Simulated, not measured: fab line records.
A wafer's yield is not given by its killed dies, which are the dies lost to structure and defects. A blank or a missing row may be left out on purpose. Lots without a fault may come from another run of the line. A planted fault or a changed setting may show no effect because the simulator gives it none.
fab line records	flow n5-finfet
record lots=5	wafers=15	last-day=17
route steps=1938 shown BEOL_M6@1256 BEOL_M7@1263 PASSIVATION@1936
lots with no fault: from the same line, run without faults
start-h: start of the lot's first displayed wafer, in hours after the record's first day	wait-h: time in hours since the lot's previous step	" the same as in the row above	L1.1+2: one row covering several wafers at once	- no value, or no start was given	* or withheld: withheld	< > ~ a bound
route shown NAME@n: a module of which the file shows steps, and the number in the route of the first	usual: average and standard deviation across the fault-free wafers	same: alike in all rows	chamber/n: place in a boat	sites: readings site by site	_std_site: standard deviation of those values	_edge_site: mean of outer sites minus mean of inner sites	radius-mm: how far each site lies from the wafer's centre	mask NAME#n: copy n	behind: tool/chamber where the wafer was last shaped	hold: the reason the lot was held/the length of the hold in hours/how it ended	device: which transistor (n, p or np) failed to switch	end of line: the route-end tests of the same wafers	for a step that has no rows: nothing shown but its recipe	killed: dies that structure and defects cost at the first sort, which is not the same as the wafer's yield	map: the dies of a wafer, with x for killed, . for not killed, _ for no die there
set.NAME: the setting the step ran with; set.NAME@STEP: the setting that earlier step ran with	model.NAME: the simulator's own value behind a step, which no gauge read
lots seen at some steps along the route; tables by step, rows by wafer
services: a tool's chamber out of use, with start hour (start-h, from the record's first day; less than 0 if before it), hours out, and reason
## steps
# step N5_BEOL_M6_ANNEAL_51
# recipe temp-c=225	time-s=90	ambient=N2
# step N5_BEOL_M6_CMP_52
# recipe stop-on=SiCOH_lowk	t-overpolish-s=6.9	down-force-psi=1	platen-rpm=50	clearing-platen-down-force-psi=1.5	clearing-platen-rpm=50	post-cmp-clean=cu-alkaline	target-thk-nm=80	clearing-platen-pad-velocity-m-s=0.99484	pad-velocity-m-s=0.99484
# step N5_BEOL_M6_PRE_CLEAN_55
# recipe gas=NH3	time-s=15	temp-c=withheld	rf-power-w=300
# step N5_BEOL_M6_DEP_56
# recipe material=SiCN	target-thk-a=100	temp-c=withheld	precursor=3MS/NH3	pressure-torr=3	rf-w=202	time-s=17.5
# step N5_BEOL_M7_ILD_DEP_00
# recipe material=SiCOH_lowk	target-thk-a=1797.5	temp-c=300	precursor=DEMS/porogen	pressure-torr=5	rf-w=500	time-s=33.4
# step N5_BEOL_M7_CURE_74
# recipe temp-c=385	time-s=240	ambient=He/Ar	material=SiCOH_lowk
# step N5_BEOL_M7_PECVD_70
# recipe material=SiO2	target-thk-a=200	temp-c=400	precursor=TEOS/O2	pressure-torr=5.5	rf-w=450	teos-flow-sccm=53.8	gas=O2	flow-sccm=3000	time-s=22.7
# step N5_BEOL_M7_HM_DEP_02
# recipe material=TiN	target-thk-a=200	temp-c=25	chamber-pressure-pa=0.49996
# step N5_BEOL_M7_COAT_59
# recipe resist=SOC	temp-c=250	time-s=60	spin-rpm=1500	resist-thk-nm=100
# usual spin-speed-rpm=1500.1/0.97
lot.wafer	tool	chamber	start-h	wait-h	spin-speed-rpm	model.SOC_of_BEOL_M7_COAT_59.thk-nm
L377.2	litho-track-05	0	257.73	0.1	1498.2	100.2
L377.3	"	0	"	"	1498.1	100.2
L377.4	"	0	"	"	1500.1	100.2
L386.2	litho-track-05	0	310.22	0.1	1394.5	103.8
L386.4	"	0	"	"	1396.2	104
L386.6	"	0	"	"	1396.0	104
L387.2	litho-track-05	0	317.84	0.1	1391.8	104.2
L387.4	"	0	"	"	1393.2	103.8
L387.6	"	0	"	"	1394.8	103.8
L390.3	litho-track-04	0	333.88	0.1	1498.7	100.2
L390.5	"	0	"	"	1500.0	99.8
L390.6	"	0	"	"	1500.4	100
L389.1	litho-track-05	0	334.08	0.1	1393.6	104
L389.3	"	0	"	"	1391.4	103.8
L389.5	"	0	"	"	1394.0	104
# step N5_BEOL_M7_COAT_60
# recipe resist=SiARC	temp-c=220	time-s=60	spin-rpm=1500	resist-thk-nm=35
# step N5_BEOL_M7_COAT_05
# recipe resist=CAR-ArF	spin-rpm=1500	resist-thk-nm=90
# step N5_BEOL_M7_EBR_07
# recipe solvent=PGMEA	ebr-width-mm=1.5
# step N5_BEOL_M7_SOFTBAKE_06
# recipe temp-c=110	time-s=60	resist=CAR-ArF
# step N5_BEOL_M7_EXPOSE_08
# recipe mask-id=M7	na=1.35	source-shape=dipole	sigma-inner=0.817	sigma-outer=0.97	polarization=te	dose-mj=68.25
# step N5_BEOL_M7_PEB_09
# recipe peb-temp-c=withheld	peb-time-s=60	resist=CAR-ArF
# step N5_BEOL_M7_DEVELOP_10
# recipe develop-time-s=30	developer=TMAH	resist=CAR-ArF	rinse-liquid=diw	dry=air-spin	dev-temp-c=23
# step N5_BEOL_M7_DESCUM_16
# recipe chemistry=O2	time-s=7.9	source-power-w=50	bias-power-w=20	pressure-mtorr=20	rf-frequency-hz=2.712e+07	temp-c=40	resist=CAR-ArF	o2-flow-sccm=225
# step N5_BEOL_M7_ETCH_61
# recipe chemistry=CF4	target=SiARC	target-depth-a=455	mask-material=CAR-ArF	time-s=75.8	ion-energy-ev=80	pressure-mtorr=40	source-w=545	bias-w=36	Ar_flow_sccm=100	cf4-flow-sccm=100	ends=cleared
# step N5_BEOL_M7_ETCH_62
# recipe chemistry=N2/H2	target=SOC	target-depth-a=1100	overetch-a=220	mask-material=SiARC	temp-c=40	time-s=165	ion-energy-ev=200	pressure-mtorr=30	source-w=840	bias-w=150	n2-flow-sccm=200	h2-flow-sccm=200
# usual drypump-motor-current-A=5.9/0.45	oes-product-au=0.65/0.066	rf-vpp-V=524/3.2	showerhead-plenum-p-Torr=2.56/0.11	temp-c=40.00/0.12	throttle-valve-pct=18.00/0.19
lot.wafer	tool	chamber	start-h	wait-h	drypump-motor-current-A	oes-product-au	rf-hours-counter-h	rf-vpp-V	showerhead-plenum-p-Torr	temp-c	throttle-valve-pct	model.etch.depth-nm
L377.2	rie-diel-06	2	258.28	0.0	5.9	0.82	6	526	2.61	40.08	17.71	100.2
L377.3	"	0	"	"	4.9	0.73	67	525	2.58	39.82	18.05	100.3
L377.4	"	1	"	"	5.4	0.59	229	523	2.50	39.92	18.00	100.2
L386.2	rie-diel-05	3	310.64	0.0	6.6	0.63	216	526	2.61	39.73	18.35	103.7
L386.4	"	1	"	"	6.2	0.65	-	517	2.34	40.08	18.08	104.1
L386.6	"	0	"	"	5.5	0.63	-	526	2.63	39.92	17.97	103.9
L387.2	rie-diel-05	1	318.40	0.0	6.2	0.64	163	518	2.33	40.04	18.09	104.2
L387.4	"	0	"	"	5.5	0.62	-	527	2.63	39.85	17.95	103.9
L387.6	"	3	"	"	6.6	0.62	-	526	2.61	40.12	18.37	103.9
L390.3	rie-diel-06	0	334.31	0.0	5.0	0.71	87	523	2.58	39.90	18.08	100.1
L390.5	"	3	"	"	5.7	0.81	-	525	2.61	40.14	17.94	99.88
L390.6	"	0	"	"	4.9	0.70	-	524	2.57	40.00	18.09	99.91
L389.1	rie-diel-02	0	335.10	0.0	6.2	0.60	229	520	2.40	40.08	18.06	103.9
L389.3	"	3	"	"	6.2	0.74	50	529	2.68	40.13	17.53	103.8
L389.5	"	3	"	"	6.2	0.74	-	528	2.68	40.14	17.54	104.1
# step N5_BEOL_M7_STRIP_68
# recipe chemistry=N2/H2	temp-c=40	n2-flow-sccm=200	h2-flow-sccm=200	rf-frequency-hz=6e+07
# step N5_BEOL_M7_STRIP_67
# recipe chemistry=CF4	resist=SiARC	power-w=300	bias-power-w=75	pressure-mtorr=50	cf4-flow-sccm=150	rf-frequency-hz=6e+07
# step N5_BEOL_M7_HM_OPEN_17
# recipe chemistry=Cl2/BCl3	target-depth-a=200	overetch-a=60	target=TiN	mask-material=SOC	ion-energy-ev=150	pressure-mtorr=10	icp-w=1000	bias-w=126	Cl2_flow_sccm=53.25	bcl3-flow-sccm=21.75	Ar_flow_sccm=25
# usual drypump-motor-current-A=5.9/0.59	mfc-ar-sccm=25.00/0.076	oes-product-au=0.64/0.1	throttle-valve-pct=22.13/0.1
lot.wafer	tool	chamber	start-h	wait-h	drypump-motor-current-A	mfc-ar-sccm	oes-product-au	rf-hours-counter-h	throttle-valve-pct	model.SOC_of_BEOL_M7_COAT_59.thk-nm
L377.2	rie-metal-02	1	258.47	0.0	6.1	24.97	0.60	67	22.03	92.4
L377.3	"	0	"	"	6.5	24.99	0.64	-	22.08	92.4
L377.4	"	1	"	"	6.1	25.07	0.61	-	22.02	92.4
L386.2	rie-metal-03	1	310.83	0.0	5.0	24.85	0.55	114	22.21	95.8
L386.4	"	1	"	"	5.0	24.93	0.55	-	22.21	96.2
L386.6	"	0	"	"	6.3	25.02	0.80	-	22.01	96
L387.2	rie-metal-01	0	318.59	0.0	5.3	25.04	0.68	30	22.24	96.4
L387.4	"	1	"	"	5.8	25.22	0.55	-	22.26	96
L387.6	"	0	"	"	5.3	25.03	0.68	-	22.23	96.2
L390.3	rie-metal-02	1	334.52	0.1	6.1	25.12	0.59	-	22.02	92.2
L390.5	"	1	"	"	6.1	25.14	0.59	-	22.03	92
L390.6	"	0	"	"	6.5	24.94	0.63	-	22.10	92
L389.1	rie-metal-03	0	335.29	0.0	6.3	25.05	0.78	9	22.03	96.2
L389.3	"	0	"	"	6.3	25.12	0.78	-	22.01	95.8
L389.5	"	0	"	"	6.3	25.04	0.78	-	22.02	96.2
# step N5_BEOL_M7_STRIP_19
# recipe chemistry=O2	power-w=400	temp-c=40	pressure-mtorr=30	rf-frequency-hz=6e+07	bias-power-w=0	overash-fraction=0.2	o2-flow-sccm=225
# step N5_PASSIVATION_PROBE_49
# usual defect-limited-yield=91.6/1.4	killed_at_M0_to_M3=35/10	killed_at_M4_up=13/5.3	killed-at-contacts=12/5.9	killed-at-front-end=36/9.9	killed-at-other=3.2/3	killed-dies=99/16	killed-open=66/12	killed-short=32/7.7	sort_bin_5_function=4.9/0.91	sort_bin_6_memory=3.2/0.65	sort-n-pass=1081/16	sort-yield-pct=91.6/1.4
# same gross-dies=1180	killed-at-back-side=0	sort_bin_4_leakage[%]=0	sort_bin_8_speed[%]=0
lot.wafer	tool	chamber	start-h	wait-h	defect-limited-yield[%]	killed_at_M0_to_M3	killed_at_M4_up	killed-at-contacts	killed-at-front-end	killed-at-other	killed-dies	killed-open	killed-short	sort_bin_5_function[%]	sort_bin_6_memory[%]	sort-n-pass	sort-yield-pct[%]
L377.2	prober-01	-	340.38	0.6	92.9	13	4	8	48	11	84	65	19	4.4	2.6	1096	92.9
L377.3	prober-01	-	340.43	0.7	92.8	28	9	5	40	3	85	61	24	3.5	3.6	1095	92.8
L377.4	prober-01	-	340.48	0.7	92.2	38	9	2	40	3	92	60	32	4.1	3.5	1088	92.2
L387.2	prober-01	-	391.07	0.1	93.1	39	9	13	20	1	82	60	21	3.6	3.1	1098	93.1
L387.4	prober-01	-	391.17	0.2	91.3	44	18	16	21	4	103	67	35	5.0	3.4	1077	91.3
L387.6	prober-01	-	391.27	0.3	91.0	40	24	12	28	2	106	78	27	4.5	4.2	1074	91.0
L386.2	prober-01	-	398.38	0.1	90.7	33	24	6	40	7	110	67	41	5.9	3.1	1070	90.7
L386.4	prober-01	-	398.48	0.2	90.5	35	10	18	37	12	112	74	38	5.4	3.7	1068	90.5
L386.6	prober-01	-	398.58	0.3	90.6	35	12	10	47	7	111	81	30	5.6	3.6	1069	90.6
L390.3	prober-01	-	409.67	0.3	91.3	43	5	6	47	2	103	63	32	5.3	2.6	1077	91.3
L390.5	prober-01	-	409.77	0.4	90.9	39	8	20	40	0	107	54	52	4.3	4.2	1073	90.9
L390.6	prober-01	-	409.82	0.4	91.4	18	13	7	57	6	101	58	37	4.6	3.1	1079	91.4
# killed by level:class
L377.2 STI_FIN_REVEAL:geometric-particle:open=12 FIN_SAQP:geometric-particle:open=10 MOL_CONTACT_COAG:geometric-particle:open=7 FIN_SAQP:geometric-particle:short=6 PASS1_CAP:geometric-particle:open=6 BEOL_M3:geometric-particle:open=5 DUMMY_GATE:geometric-particle:open=4 STI_FIN_REVEAL:geometric-particle:short=3
L377.3 BEOL_M0_SAQP:geometric-particle:open=18 STI_FIN_REVEAL:geometric-particle:open=10 FIN_SAQP:geometric-particle:open=8 STARTING-WAFER:geometric-particle:open=8 BEOL_M0_SAQP:geometric-particle:short=7 BEOL_M4:geometric-particle:open=6 FIN_SAQP:geometric-particle:short=5 MOL_CONTACT_COAG:geometric-particle:open=5
L377.4 STI_FIN_REVEAL:geometric-particle:open=14 BEOL_M0_SAQP:geometric-particle:open=12 BEOL_M0_SAQP:geometric-particle:short=12 FIN_SAQP:geometric-particle:short=8 FIN_SAQP:geometric-particle:open=7 BEOL_M2:geometric-particle:open=5 BEOL_M1:geometric-particle:open=3 GATE_CUT:geometric-particle:open=3
L387.2 MOL_CONTACT_COAG:geometric-particle:open=11 BEOL_M2:geometric-particle:open=10 BEOL_M1:geometric-particle:open=8 BEOL_M3:geometric-particle:open=8 DUMMY_GATE:geometric-particle:open=5 BEOL_M0_SAQP:geometric-particle:open=5 STI_FIN_REVEAL:geometric-particle:open=4 BEOL_M3:geometric-particle:short=3
L387.4 BEOL_M0_SAQP:geometric-particle:short=16 MOL_CONTACT_COAG:geometric-particle:open=14 BEOL_M0_SAQP:geometric-particle:open=10 BEOL_M4:geometric-particle:open=10 STI_FIN_REVEAL:geometric-particle:open=8 BEOL_M2:geometric-particle:open=7 BEOL_M1:geometric-particle:open=5 BEOL_M3:geometric-particle:open=4
L387.6 BEOL_M4:geometric-particle:open=13 MOL_CONTACT_COAG:geometric-particle:open=12 BEOL_M1:geometric-particle:open=9 BEOL_M2:geometric-particle:open=9 BEOL_M3:geometric-particle:open=6 GATE_CUT:geometric-particle:short=5 BEOL_M4:geometric-particle:short=5 DUMMY_GATE:geometric-particle:open=4
L386.2 BEOL_M0_SAQP:geometric-particle:short=10 BEOL_M0_SAQP:geometric-particle:open=8 BEOL_M4:geometric-particle:open=8 DUMMY_GATE:geometric-particle:open=7 BEOL_M3:geometric-particle:open=6 STARTING-WAFER:geometric-particle:open=6 STI_FIN_REVEAL:geometric-particle:open=5 MOL_CONTACT_COAG:geometric-particle:open=5
L386.4 MOL_CONTACT_COAG:geometric-particle:open=16 FIN_SAQP:geometric-particle:open=13 BEOL_M0_SAQP:geometric-particle:open=13 BEOL_M0_SAQP:geometric-particle:short=9 MIM_TOP_ETCH:geometric-particle:open=7 FIN_SAQP:geometric-particle:short=6 GATE_CUT:geometric-particle:short=6 MIM_TOP_ETCH:geometric-particle:short=4
L386.6 FIN_SAQP:geometric-particle:open=12 BEOL_M0_SAQP:geometric-particle:open=12 DUMMY_GATE:geometric-particle:open=10 BEOL_M0_SAQP:geometric-particle:short=9 STI_FIN_REVEAL:geometric-particle:open=8 MOL_CONTACT_COAG:geometric-particle:open=8 BEOL_M3:geometric-particle:open=7 FIN_SAQP:geometric-particle:short=6
L390.3 STI_FIN_REVEAL:geometric-particle:open=16 BEOL_M0_SAQP:geometric-particle:open=13 BEOL_M0_SAQP:geometric-particle:short=13 FIN_SAQP:geometric-particle:short=7 MOL_CONTACT_COAG:geometric-particle:open=6 BEOL_M2:geometric-particle:open=6 FIN_SAQP:geometric-particle:open=4 STI_FIN_REVEAL:geometric-particle:short=4
L390.5 BEOL_M0_SAQP:geometric-particle:short=19 FIN_SAQP:geometric-particle:short=15 MOL_CONTACT_COAG:geometric-particle:open=15 BEOL_M0_SAQP:geometric-particle:open=10 FIN_SAQP:geometric-particle:open=5 MOL_CONTACT_COAG:geometric-particle:short=5 BEOL_M2:geometric-particle:open=5 DUMMY_GATE:geometric-particle:open=4
L390.6 FIN_SAQP:geometric-particle:short=16 FIN_SAQP:geometric-particle:open=13 STI_FIN_REVEAL:geometric-particle:open=10 BEOL_M0_SAQP:geometric-particle:open=8 BEOL_M1:geometric-particle:open=6 GATE_CUT:geometric-particle:short=5 MOL_CONTACT_COAG:geometric-particle:open=5 BEOL_M5:geometric-particle:open=3
## services
tool	chamber	start-h	hours	kind
rie-metal-02	-	234.31	0.4	repair
rie-metal-01	0	255.06	3.6	repair
rie-diel-02	3	265.75	4.8	repair
rie-diel-06	3	283.42	-	clean
rie-diel-06	3	283.42	-	consumable-replace:focus-ring
rie-diel-06	3	283.42	15.8	scheduled-down
rie-diel-06	3	283.42	15.8	vent-cycle
rie-diel-05	2	290.86	-	clean
rie-diel-05	2	290.86	-	consumable-replace:focus-ring
rie-diel-05	2	290.86	36.0	scheduled-down
rie-diel-05	2	290.86	36.0	vent-cycle
rie-metal-03	-	293.92	3.5	repair
rie-diel-06	0	294.17	6.8	repair
rie-metal-02	1	295.89	2.2	repair
rie-diel-02	2	312.93	29.5	repair
rie-metal-03	1	323.09	-	clean
rie-metal-03	1	323.09	19.8	scheduled-down
rie-metal-03	1	323.09	19.8	vent-cycle
litho-track-04	-	329.77	-	consumable-replace:filter
rie-diel-06	1	331.18	-	clean
rie-diel-06	1	331.18	-	consumable-replace:focus-ring
rie-diel-06	1	331.18	13.8	scheduled-down
rie-diel-06	1	331.18	13.8	vent-cycle
## key
first-sign step=N5_BEOL_M7_COAT_59	reading=spin-speed-rpm	direction=down	sigmas=99+	usual=*	struck=*
effect none on later readings
model-effect step=N5_BEOL_M7_COAT_59	value=SOC_of_BEOL_M7_COAT_59.thk-nm	without=100.2	struck=103.9
model-effect step=N5_BEOL_M7_ETCH_62	value=etch.depth-nm	without=100.2	struck=103.9
model-effect step=N5_BEOL_M7_HM_OPEN_17	value=SOC_of_BEOL_M7_COAT_59.thk-nm	without=92.4	struck=96.09
met-at N5_BEOL_M7_COAT_59
struck-wafers L386.2,L386.4,L386.6,L387.2,L387.4,L387.6,L389.1,L389.3,L389.5
onset-between 257.73 310.22
fault kind=process-parameter-drift	tool=litho-track-05	chamber=-	onset-h=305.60	steps=N5_BEOL_M7_COAT_59	channel=spin-rpm	offset=*	shape=step	end-h=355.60	acts-in=*	stated=*
